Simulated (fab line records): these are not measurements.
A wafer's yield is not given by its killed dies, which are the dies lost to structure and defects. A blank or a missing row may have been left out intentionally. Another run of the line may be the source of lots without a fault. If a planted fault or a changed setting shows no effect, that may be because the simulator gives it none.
fab line records ; flow nandHarc
record lots=12; wafers=36; lastDay=24
route steps=1159 shown P_STI@88 P_GATE@122 END@1159
lots with no fault: from the same line, run without faults
startH: start of the lot's first displayed wafer, in hours after the record's first day ; waitH: hours from the lot's prior step to this one ; " identical to the entry in the row above ; L1.1+2: a single row standing in for several wafers ; - either no value or no given start ; * or withheld: withheld ; < > ~ a bound
route shown NAME@n: NAME is a module with steps in the file, n the number in the route of the first one ; usual: mean/standard deviation of fault-free wafers ; same: alike in all rows ; chamber/n: place in a boat ; sites: per-site readings ; _std_site: the values' standard deviation ; _edge_site: outer sites' mean less inner sites' ; radiusMm: how far each site lies from the wafer's centre ; mask NAME#n: copy n ; behind: the most recent tool/chamber to have shaped the wafer ; hold: cause of the lot's hold/its duration in hours/its outcome ; device: transistor that didn't switch, given as n, p or np ; end of line: tests of these same wafers at the route's end ; step lacking rows: just its recipe ; killed: dies that structure and defects cost at the first sort, which is not the same as the wafer's yield ; map: dies across one wafer; x = killed, . = not, _ = none there
set.NAME: the setting as run; set.NAME@STEP: as run at that earlier step ; model.NAME: the simulator's own value behind a step, which no gauge read
route steps across a sampled set of lots; one table per step, one row per wafer
services: from which hour (startH, from the record's first day; less than 0 if before it) a tool's chamber was out of use, for how many hours, and why
## steps
# step NHARC_P_STI_ETCH_42
# recipe targetDepthA=800; overetchA=240; timeS=61; ionEnergyEv=200; n2FlowSccm=150; h2FlowSccm=150; arFlowSccm=0; rfW=400; biasW=150; chemistry=N2/H2
# usual biasW=150.0/0.46; chamberPressureMTorr=30.001/0.025; drypumpMotorCurrentA=6.0/0.35; oesProductAu=0.998/0.0087; rfVppV=431.8/2.3; showerheadPlenumPTorr=2.09/0.076; throttleValvePct=14.171/0.0088
lot.wafer;tool;chamber;startH;waitH;biasW;chamberPressureMTorr;drypumpMotorCurrentA;oesProductAu;rfHoursCounterH;rfVppV;showerheadPlenumPTorr;throttleValvePct
L382.4;rieDiel-02;1;49.77;0.1;150.0;29.993;6.1;0.991;2.2;432.9;2.11;14.160
L382.3;rieDiel-02;2;49.77;0.1;149.9;29.984;5.5;1.003;2.2;431.7;2.12;14.178
L382.6;rieDiel-02;0;49.77;0.1;150.2;29.957;5.7;1.002;-;429.8;2.02;14.172
L380.2;rieDiel-03;3;50.07;0.1;150.0;29.984;6.0;0.987;0.4;434.5;2.20;14.179
L380.4;rieDiel-03;0;50.07;0.1;150.4;29.981;5.7;0.986;0.7;431.2;2.03;14.162
L380.6;rieDiel-03;0;50.07;0.1;149.7;30.034;5.7;0.995;-;430.5;2.03;14.171
L383.3;rieDiel-03;0;59.61;0.1;149.9;30.023;5.7;0.993;0.9;431.5;2.03;14.200
L383.4;rieDiel-03;3;59.61;0.1;150.5;29.997;6.0;1.004;0.5;435.6;2.20;14.174
L383.5;rieDiel-03;0;59.61;0.1;149.8;29.993;5.7;1.001;-;430.5;2.03;14.170
L384.2;rieDiel-03;3;67.22;0.1;149.5;29.975;6.1;0.999;0.7;435.5;2.20;14.167
L384.3;rieDiel-03;0;67.22;0.1;150.0;29.957;5.7;0.996;1.0;430.9;2.03;14.177
L384.5;rieDiel-03;2;67.22;0.1;150.0;30.002;6.0;1.003;-;431.2;2.09;14.172
L385.3;rieDiel-13;2;71.82;0.1;150.1;29.991;6.0;0.997;4.8;432.1;2.15;14.176
L385.2;rieDiel-13;0;71.82;0.1;150.2;29.947;6.8;1.006;5.3;433.7;2.18;14.166
L385.1;rieDiel-13;1;71.82;0.1;149.9;29.997;5.9;0.991;5.0;429.9;2.00;14.160
L387.3;rieDiel-13;2;80.01;0.1;149.9;29.989;6.1;1.006;5.1;433.5;2.15;14.192
L387.2;rieDiel-13;0;80.01;0.1;151.3;30.034;6.8;1.002;5.6;436.1;2.18;14.155
L387.6;rieDiel-13;2;80.01;0.1;149.6;29.995;6.1;0.987;-;433.4;2.15;14.166
L389.1;rieDiel-02;3;92.25;0.1;150.9;30.058;6.6;0.994;3.2;428.7;1.96;14.184
L389.6;rieDiel-02;2;92.25;0.1;149.9;29.987;5.5;1.004;-;432.9;2.12;14.168
L389.4;rieDiel-02;3;92.25;0.1;150.9;30.018;6.6;0.999;-;427.9;1.96;14.170
L390.1;rieDiel-02;1;101.78;0.1;-;-;-;-;-;-;-;-
L390.3;rieDiel-02;2;101.78;0.1;-;-;-;-;-;-;-;-
L390.6;rieDiel-02;1;101.78;0.1;-;-;-;-;-;-;-;-
L391.2;rieDiel-02;0;107.36;0.1;-;-;-;-;-;-;-;-
L391.4;rieDiel-02;1;107.36;0.1;-;-;-;-;-;-;-;-
L391.1;rieDiel-02;2;107.36;0.1;-;-;-;-;-;-;-;-
L392.4;rieDiel-02;2;113.30;0.1;149.1;30.001;5.5;0.998;3.8;433.0;2.12;14.175
L392.1;rieDiel-02;0;113.30;0.1;149.8;29.995;5.7;0.992;3.5;431.9;2.02;14.150
L392.5;rieDiel-02;1;113.30;0.1;149.4;30.013;6.2;1.001;-;434.6;2.11;14.188
L400.2;rieDiel-02;0;161.86;0.1;149.8;29.974;5.7;0.982;0.0;431.1;2.02;14.176
L400.6;rieDiel-02;3;161.86;0.1;149.9;29.995;6.6;1.001;-;428.1;1.96;14.170
L400.5;rieDiel-02;0;161.86;0.1;149.9;29.991;5.7;0.977;-;431.3;2.02;14.162
L402.3;rieDiel-02;2;169.53;0.1;149.7;30.010;5.5;0.994;0.2;433.0;2.12;14.177
L402.4;rieDiel-02;1;169.53;0.1;150.3;30.012;6.1;0.988;0.2;432.2;2.11;14.178
L402.6;rieDiel-02;2;169.53;0.1;151.0;29.958;5.5;0.995;-;431.7;2.12;14.158
# step NHARC_P_GATE_CD_MEAS_11
# recipe targetCdNm=1640; landingEnergyEv=500
# usual cdNm=1640.2/1.3
lot.wafer;tool;chamber;startH;waitH;cdNm
L382.3;cdSem-03;0;92.40;-;1640.5
L382.4;cdSem-03;0;92.40;-;1638.5
L382.6;cdSem-03;0;92.40;-;1638.8
L380.2;cdSem-02;0;92.56;-;1639.0
L380.4;cdSem-02;0;92.56;-;1639.8
L380.6;cdSem-02;0;92.56;-;1642.1
L383.3;cdSem-01;0;97.19;-;1641.5
L383.4;cdSem-01;0;97.19;-;1640.3
L383.5;cdSem-01;0;97.19;-;1641.1
L385.1;cdSem-02;0;103.82;-;1641.1
L385.2;cdSem-02;0;103.82;-;1639.7
L385.3;cdSem-02;0;103.82;-;1641.6
L384.2;cdSem-01;0;103.98;-;1639.0
L384.3;cdSem-01;0;103.98;-;1641.4
L384.5;cdSem-01;0;103.98;-;1641.7
L387.2;cdSem-02;0;115.08;-;1639.2
L387.3;cdSem-02;0;115.08;-;1639.5
L387.6;cdSem-02;0;115.08;-;1638.0
L389.1;cdSem-02;0;128.75;-;1641.2
L389.4;cdSem-02;0;128.75;-;1639.9
L389.6;cdSem-02;0;128.75;-;1639.3
L392.1;cdSem-01;0;153.39;-;1640.2
L392.4;cdSem-01;0;153.39;-;1641.5
L392.5;cdSem-01;0;153.39;-;1639.8
L400.2;cdSem-03;0;202.50;-;1640.5
L400.5;cdSem-03;0;202.50;-;1640.4
L400.6;cdSem-03;0;202.50;-;1640.5
L402.3;cdSem-01;0;208.64;-;1640.8
L402.4;cdSem-01;0;208.64;-;1642.4
L402.6;cdSem-01;0;208.64;-;1641.9
# step NHARC_P_GATE_OVL_MEAS_27
# usual overlayXNm=0.0/0.78; overlayYNm=-0.2/0.85
lot.wafer;tool;chamber;startH;waitH;overlayXNm;overlayYNm
L382.3;overlay-01;-;106.63;-;-0.7;0.8
L382.4;overlay-01;-;106.63;-;-0.5;0.6
L382.6;overlay-01;-;106.63;-;-0.4;0.6
L380.2;overlay-02;-;107.31;-;0.3;0.8
L380.4;overlay-02;-;107.31;-;0.2;0.5
L380.6;overlay-02;-;107.31;-;0.7;0.2
L383.3;overlay-02;-;111.10;-;-0.7;1.2
L383.4;overlay-02;-;111.10;-;0.3;0.9
L383.5;overlay-02;-;111.10;-;-0.1;0.7
L384.2;overlay-02;-;121.26;-;0.5;-0.3
L384.3;overlay-02;-;121.26;-;0.0;-1.0
L384.5;overlay-02;-;121.26;-;1.2;0.0
L385.1;overlay-02;-;121.74;-;-2.8;0.6
L385.2;overlay-02;-;121.74;-;-2.0;0.5
L385.3;overlay-02;-;121.74;-;-1.8;0.1
L387.2;overlay-02;-;131.75;-;0.4;0.1
L387.3;overlay-02;-;131.75;-;0.4;0.0
L387.6;overlay-02;-;131.75;-;-0.1;-0.1
L389.1;overlay-02;-;142.11;-;-0.7;-0.8
L389.4;overlay-02;-;142.11;-;-0.2;-0.7
L389.6;overlay-02;-;142.11;-;-0.9;-0.6
L392.1;overlay-02;-;168.90;-;1.0;-1.4
L392.4;overlay-02;-;168.90;-;0.4;-2.0
L392.5;overlay-02;-;168.90;-;0.7;-1.1
L400.2;overlay-01;-;216.68;-;0.2;-0.1
L400.5;overlay-01;-;216.68;-;0.4;-0.9
L400.6;overlay-01;-;216.68;-;0.5;-0.3
L402.3;overlay-01;-;225.41;-;0.3;-1.0
L402.4;overlay-01;-;225.41;-;0.4;-0.5
L402.6;overlay-01;-;225.41;-;0.3;-0.9
# step NHARC_P_GATE_ETCH_104
# recipe targetDepthA=600; timeS=withheld; cf4FlowSccm=100; chf3FlowSccm=30; arFlowSccm=0; rfW=500; biasW=200; chemistry=CF4/CHF3
# usual biasW=200.0/0.63; cf4FlowSccm=100.0/0.31; drypumpMotorCurrentA=5.4/0.54; oesProductAu=0.948/0.019; rfVppV=370.8/2.3; showerheadPlenumPTorr=1.58/0.063; throttleValvePct=16.802/0.0093
lot.wafer;tool;chamber;startH;waitH;biasW;cf4FlowSccm;drypumpMotorCurrentA;oesProductAu;rfVppV;showerheadPlenumPTorr;throttleValvePct
L382.3;rieDiel-04;3;106.81;0.1;199.2;100.1;6.7;0.961;367.8;1.52;16.803
L382.4;rieDiel-04;1;106.81;0.1;199.9;100.7;5.0;0.958;369.1;1.58;16.784
L382.6;rieDiel-04;3;106.81;0.1;200.8;100.1;6.7;0.958;368.3;1.52;16.808
L380.2;rieDiel-08;3;107.49;0.1;200.0;100.1;5.5;0.963;366.1;1.49;16.807
L380.4;rieDiel-08;1;107.49;0.1;200.8;100.2;6.4;0.990;370.0;1.54;16.792
L380.6;rieDiel-08;0;107.49;0.1;200.3;99.8;5.9;0.947;367.4;1.49;16.801
L383.4;rieDiel-04;0;111.42;0.2;199.2;99.6;5.9;0.955;372.5;1.63;16.804
L383.3;rieDiel-04;1;111.42;0.2;199.5;100.1;5.0;0.956;371.1;1.58;16.816
L383.5;rieDiel-04;0;111.42;0.2;199.3;99.9;5.9;0.949;373.3;1.63;16.798
L384.2;rieDiel-08;1;121.44;0.1;201.0;99.8;6.4;0.998;369.8;1.54;16.798
L384.3;rieDiel-08;2;121.44;0.1;199.2;99.8;5.2;0.973;366.8;1.45;16.811
L384.5;rieDiel-08;1;121.44;0.1;200.5;99.7;6.4;0.985;370.3;1.54;16.809
L385.3;rieDiel-08;2;121.92;0.1;201.4;100.1;5.2;0.949;365.7;1.45;16.788
L385.2;rieDiel-08;3;121.92;0.1;200.7;99.8;5.5;0.938;367.3;1.48;16.796
L385.1;rieDiel-08;0;121.92;0.1;200.6;100.0;5.9;0.953;368.4;1.49;16.795
L387.3;rieDiel-07;1;131.93;0.1;199.6;99.5;5.0;0.933;372.9;1.65;16.813
L387.2;rieDiel-07;2;131.93;0.1;198.7;99.3;5.0;0.965;372.6;1.62;16.805
L387.6;rieDiel-07;1;131.93;0.1;199.6;99.9;5.0;0.928;374.8;1.65;16.805
L389.4;rieDiel-04;1;142.39;0.2;200.6;99.9;5.0;0.936;372.6;1.57;16.804
L389.1;rieDiel-04;2;142.39;0.2;199.5;99.6;5.4;0.947;371.3;1.57;16.803
L389.6;rieDiel-04;0;142.39;0.2;200.2;100.1;6.0;0.927;372.1;1.62;16.800
L392.1;rieDiel-07;1;169.11;0.1;198.8;99.9;5.0;0.920;371.9;1.65;16.806
L392.4;rieDiel-07;0;169.11;0.1;200.8;99.5;5.3;0.918;373.1;1.63;16.809
L392.5;rieDiel-07;1;169.11;0.1;199.5;99.6;5.0;0.919;372.8;1.65;16.817
L400.2;rieDiel-07;0;216.87;0.1;199.3;100.4;5.3;0.915;373.2;1.62;16.795
L400.6;rieDiel-07;3;216.87;0.1;199.8;99.7;5.1;0.922;369.7;1.53;16.810
L400.5;rieDiel-07;0;216.87;0.1;199.0;100.0;5.3;0.927;372.2;1.62;16.808
L402.4;rieDiel-04;1;225.60;0.1;200.0;100.2;4.9;0.949;371.4;1.57;16.792
L402.3;rieDiel-04;2;225.60;0.1;199.6;100.0;5.4;0.955;369.0;1.57;16.812
L402.6;rieDiel-04;3;225.60;0.1;199.1;99.9;6.7;0.945;369.2;1.51;16.806
# step NHARC_END_SORT_01
# recipe tempC=25
# usual killedAtArray=27/11; killedAtOther=0.7/0.93; killedAtPeriphery=2.9/1.9; killedDies=30/11; killedOpen=3.1/1.7; killedShort=1.9/1.3
# same grossDies=677
lot.wafer;tool;chamber;startH;waitH;hold;killedAtArray;killedAtOther;killedAtPeriphery;killedDies;killedOpen;killedShort
L384.2;prober-01;0;464.54;2.8;-;28;3;1;32;2;2
L384.3;prober-01;0;465.34;3.1;-;38;2;3;43;1;4
L384.5;prober-01;0;466.94;3.7;-;29;0;3;32;4;2
L389.1;prober-01;0;490.04;2.5;-;30;0;0;30;3;2
L389.4;prober-01;0;492.44;3.4;-;24;0;0;24;2;3
L389.6;prober-01;0;494.04;4.0;-;37;0;0;37;4;4
L392.1;prober-01;0;506.50;2.5;-;26;2;3;31;1;2
L392.4;prober-01;0;508.86;3.4;-;41;1;4;46;4;4
L392.5;prober-01;0;509.65;3.6;-;33;1;6;40;6;6
L391.1;prober-02;0;506.50;2.5;awaitDispo/2.4h/scrap;25;0;652;677;4;0
L391.2;prober-02;0;507.29;2.8;awaitDispo/2.4h/scrap;35;0;642;677;3;2
L391.4;prober-02;0;508.87;3.4;awaitDispo/2.4h/scrap;30;0;647;677;7;2
L390.1;prober-01;0;523.01;2.5;awaitDispo/5.3h/scrap;16;0;661;677;2;1
L390.3;prober-01;0;524.63;3.1;awaitDispo/5.3h/scrap;20;0;657;677;2;4
L390.6;prober-01;0;527.06;4.0;awaitDispo/5.3h/scrap;29;0;648;677;5;4
# killed by level:class
L384.2 A_CHANNEL_HOLE_D1:chamberFilmFlake=12 A_SLIT:chamberFilmFlake=6 A_STAIRCASE:chamberFilmFlake=3 THIN_TSV:chamberFilmFlake=3 A_WL_FILL:chamberFilmFlake=2 A_SOURCE_PLATE:geometricParticle:short=1 A_SLIT:geometricParticle:open=1 A_WL_FILL:geometricParticle:open=1
L384.3 A_CHANNEL_HOLE_D1:chamberFilmFlake=17 A_SLIT:chamberFilmFlake=10 A_STAIRCASE:chamberFilmFlake=5 A_WL_FILL:geometricParticle:short=2 A_CONTACT:chamberFilmFlake=2 THIN_TSV:chamberFilmFlake=2 P_M0:geometricParticle:open=1 A_CHANNEL_FILL_D1:geometricParticle:short=1
L384.5 A_CHANNEL_HOLE_D1:chamberFilmFlake=14 A_SLIT:chamberFilmFlake=6 A_CONTACT:chamberFilmFlake=4 P_M0:geometricParticle:open=1 A_SOURCE_PLATE:geometricParticle:open=1 A_SOURCE_PLATE:geometricParticle:short=1 A_ONON_D1:geometricParticle:open=1 A_CHANNEL_FILL_D1:geometricParticle:short=1
L389.1 A_CHANNEL_HOLE_D1:chamberFilmFlake=11 A_STAIRCASE:chamberFilmFlake=9 A_CHANNEL_FILL_D1:geometricParticle:short=2 A_CONTACT:chamberFilmFlake=2 A_ONON_D1:geometricParticle:open=1 A_CHANNEL_FILL_D1:geometricParticle:open=1 A_BLC:geometricParticle:open=1 A_CHANNEL_FILL_D1:chamberFilmFlake=1
L389.4 A_CHANNEL_HOLE_D1:chamberFilmFlake=10 A_STAIRCASE:chamberFilmFlake=6 A_BLC:chamberFilmFlake=2 A_CHANNEL_FILL_D1:geometricParticle:short=1 A_SGD_CUT:geometricParticle:short=1 A_WL_FILL:geometricParticle:open=1 A_CONTACT:geometricParticle:short=1 A_BLC:geometricParticle:open=1
L389.6 A_STAIRCASE:chamberFilmFlake=13 A_CHANNEL_HOLE_D1:chamberFilmFlake=12 A_CONTACT:geometricParticle:short=2 A_WL_FILL:chamberFilmFlake=2 A_STAIRCASE:geometricParticle:short=1 A_SGD_CUT:geometricParticle:open=1 A_WL_FILL:geometricParticle:open=1 A_M0:geometricParticle:open=1
L392.1 A_SLIT:chamberFilmFlake=10 A_CONTACT:chamberFilmFlake=5 A_STAIRCASE:chamberFilmFlake=4 A_CHANNEL_HOLE_D1:chamberFilmFlake=3 P_M1:chamberFilmFlake=2 THIN_TSV:chamberFilmFlake=2 P_M0:geometricParticle:short=1 A_SOURCE_PLATE:geometricParticle:short=1
L391.1 P_STI:areaEtch=651 A_CHANNEL_HOLE_D1:chamberFilmFlake=19 A_CONTACT:geometricParticle:open=3 P_M0:geometricParticle:open=1 A_STAIRCASE:chamberFilmFlake=1 A_SGD_CUT:chamberFilmFlake=1 A_CONTACT:chamberFilmFlake=1
L391.2 P_STI:areaEtch=640 A_CHANNEL_HOLE_D1:chamberFilmFlake=23 A_ZERO_WELL:chamberFilmFlake=3 A_CONTACT:chamberFilmFlake=3 A_SGD_CUT:chamberFilmFlake=2 P_CONTACT:geometricParticle:open=1 P_M0:geometricParticle:short=1 A_CHANNEL_FILL_D1:geometricParticle:short=1
L392.4 A_SLIT:chamberFilmFlake=17 A_CHANNEL_HOLE_D1:chamberFilmFlake=9 A_CONTACT:chamberFilmFlake=6 A_CONTACT:geometricParticle:short=2 A_BLC:geometricParticle:open=2 P_M1:chamberFilmFlake=2 A_STAIRCASE:chamberFilmFlake=2 P_CONTACT:geometricParticle:open=1
L391.4 P_STI:areaEtch=644 A_CHANNEL_HOLE_D1:chamberFilmFlake=15 A_ZERO_WELL:chamberFilmFlake=3 A_CONTACT:chamberFilmFlake=3 A_CONTACT:geometricParticle:open=2 P_CONTACT:geometricParticle:open=1 P_M0:geometricParticle:short=1 P_M0:geometricParticle:open=1
L392.5 A_SLIT:chamberFilmFlake=18 A_CHANNEL_HOLE_D1:chamberFilmFlake=4 A_CONTACT:chamberFilmFlake=3 A_WL_FILL:geometricParticle:short=2 P_ZERO_WELL:chamberFilmFlake=2 P_GATE:geometricParticle:short=1 P_GATE:geometricParticle:open=1 P_CONTACT:geometricParticle:open=1
L390.1 P_STI:areaEtch=658 A_STAIRCASE:chamberFilmFlake=5 A_ZERO_WELL:chamberFilmFlake=4 A_CHANNEL_HOLE_D1:chamberFilmFlake=2 A_WL_FILL:chamberFilmFlake=2 P_M0:geometricParticle:open=1 A_CHANNEL_FILL_D1:geometricParticle:open=1 A_M0:geometricParticle:short=1
L390.3 P_STI:areaEtch=654 A_STAIRCASE:chamberFilmFlake=10 A_CHANNEL_HOLE_D1:chamberFilmFlake=3 A_ONON_D1:geometricParticle:short=2 A_CONTACT:chamberFilmFlake=2 P_GATE:geometricParticle:open=1 P_M2:geometricParticle:short=1 A_M0:geometricParticle:open=1
L390.6 P_STI:areaEtch=643 A_CHANNEL_HOLE_D1:chamberFilmFlake=9 A_STAIRCASE:chamberFilmFlake=7 A_ZERO_WELL:chamberFilmFlake=4 A_CONTACT:geometricParticle:open=2 A_M0:geometricParticle:open=2 P_STI:chamberFilmFlake=2 P_CONTACT:geometricParticle:short=1
## services
tool;chamber;startH;hours;kind
rieDiel-03;3;31.29;1.9;repair
rieDiel-02;0;31.70;-;clean
rieDiel-03;-;38.30;9.0;pm
rieDiel-08;0;40.59;6.7;repair
rieDiel-07;-;51.20;9.0;pm
rieDiel-07;2;75.86;10.1;repair
rieDiel-13;0;83.20;6.7;repair
rieDiel-02;0;87.33;5.7;repair
rieDiel-07;-;93.10;0.1;repair
rieDiel-13;-;99.00;9.0;pm
rieDiel-02;-;103.96;0.4;repair
rieDiel-07;3;108.64;10.0;repair
rieDiel-04;-;111.99;9.0;pm
rieDiel-07;2;112.09;6.9;repair
rieDiel-03;1;113.50;19.5;repair
rieDiel-08;-;124.93;9.0;pm
rieDiel-07;2;136.51;10.7;repair
rieDiel-02;2;145.43;5.1;repair
rieDiel-02;-;150.70;9.0;pm
rieDiel-07;3;168.76;12.6;repair
rieDiel-07;1;187.53;10.0;repair
rieDiel-04;2;190.99;3.0;repair
rieDiel-13;1;208.05;1.8;repair
rieDiel-03;-;215.30;9.0;pm
## key
firstSign step=NHARC_P_STI_ETCH_42; reading=toolRecord; direction=missing
effect step=NHARC_END_SORT_01; reading=killedAtPeriphery; direction=up; sigmas=99+; usual=2.9; struck=651.2
moreKillsBornAt NHARC_P_STI_ETCH_42@rieDiel-02=3890
metAt NHARC_P_STI_ETCH_42
struckLots L390,L391
laterRowsLeftOut L390.1,L390.3,L390.6,L391.1,L391.2,L391.4
testerLeftOut L390,L391
notActingAt NHARC_P_GATE_CD_MEAS_11,NHARC_P_GATE_OVL_MEAS_27,NHARC_P_GATE_ETCH_104
onsetBetween 92.25 101.78
fault kind=skippedStepWhole; tool=rieDiel-02; chamber=-; onsetH=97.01; steps=NHARC_P_STI_ETCH_42; scope=struckLotsOnly
# testerLeftOut: of these lots the tester's yield and bins aren't shown, on N5 and GAA mostly nor the transistor test; their killed dies are dies lost to structure and defects alone, not to doping, threshold or leakage, so they don't give the yield
# laterRowsLeftOut: the simulator's readings of these wafers behind a module that went badly wrong aren't trusted and aren't shown, but for the sort
